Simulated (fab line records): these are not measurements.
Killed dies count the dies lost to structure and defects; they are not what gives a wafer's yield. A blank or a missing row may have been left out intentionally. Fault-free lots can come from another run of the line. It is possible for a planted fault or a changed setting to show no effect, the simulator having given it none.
One fault through the eyes of 2 desks ; flow n5 finfet ; each desk holds nothing but its own numbers, with what lay behind them at the end

== DESK OF THE TOOL OWNER: pecvd-03 ==
The tool's own readings at N5_BEOL_M7_ILD_DEP_00 (deposits SiCOH lowk from DEMS/porogen, target thk 179.75 nm, time 33.4 s): means of the sampled wafers that have a number, for each lot that ran on this tool. Marked OUT: a lot whose mean sits more than 4 standard deviations from the usual mean, which makes it out of limits; the brackets give that distance.
Columns: A = chamber pressure Torr at N5_BEOL_M7_ILD_DEP_00, usual 5.000 Torr; B = heater power w at N5_BEOL_M7_ILD_DEP_00, usual 348 W; C = rf fwd power W at N5_BEOL_M7_ILD_DEP_00, usual 495.8 W; D = showerhead plenum p Torr at N5_BEOL_M7_ILD_DEP_00, usual 5.736 Torr; E = susceptor temp C at N5_BEOL_M7_ILD_DEP_00, usual 300.01 C; F = throttle valve pct at N5_BEOL_M7_ILD_DEP_00, usual 13.6 %
lot;first seen here;A;B;C;D;E;F
L643;day 9 12:17;5.004;346;496.3;5.733;300.11;14.0
L646;day 10 02:04;5.007;356;-;5.734;-;13.5
L647;day 10 10:13;5.005;360;493.6;5.738;300.21;14.9
L650;day 10 22:00;4.998;340;495.2;5.739;299.78;13.9
This desk's finding: nothing out of limits on any of the 4 lots.

== METROLOGY DESK ==
What the gauges read for every lot (on any tool): the sampled wafers with a number, averaged. Marked OUT: a lot whose mean sits more than 4 standard deviations from the usual mean, which makes it out of limits; the brackets give that distance.
Columns: A = M7_ILD_THK at N5_BEOL_M7_THK_MEAS_01, usual 155.0 nm
lot;first seen here;A
L643;day 9 12:52;155.0
L646;day 10 02:38;114.1 (-23) OUT
L647;day 10 10:48;133.8 (-12) OUT
L650;day 10 22:35;140.1 (-8.3) OUT
L653;day 12 00:25;155.8
L654;day 12 02:13;155.5
L656;day 12 11:01;155.4
L659;day 13 17:48;154.5
L661;day 13 18:08;155.2
L663;day 14 18:06;154.9
L664;day 15 04:25;154.2
This desk's finding: out of limits on L646, L647, L650; first on L646, day 10 02:38 (M7_ILD_THK at N5_BEOL_M7_THK_MEAS_01). In limits: L643, L653, L654, L656, L659, L661, L663, L664.

== PUT TOGETHER ==
L646, L647, L650 would have let the metrology desk raise an alarm at day 10 02:38.
Nothing out of limits was seen by the tool owner's desk.
On record at the tool owner's desk: L646, L647, L650, within its limits.
The lots listed all ran N5_BEOL_M7_ILD_DEP_00 on pecvd-03.

== WHAT HAD BEEN PUT IN BY THE SIMULATOR ==
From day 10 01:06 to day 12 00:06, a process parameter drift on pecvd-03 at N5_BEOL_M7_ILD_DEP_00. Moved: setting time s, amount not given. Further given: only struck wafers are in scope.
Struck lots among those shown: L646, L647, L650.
Time in hours between the start of the fault and the first out-of-limits reading at each desk: metrology desk, 2.
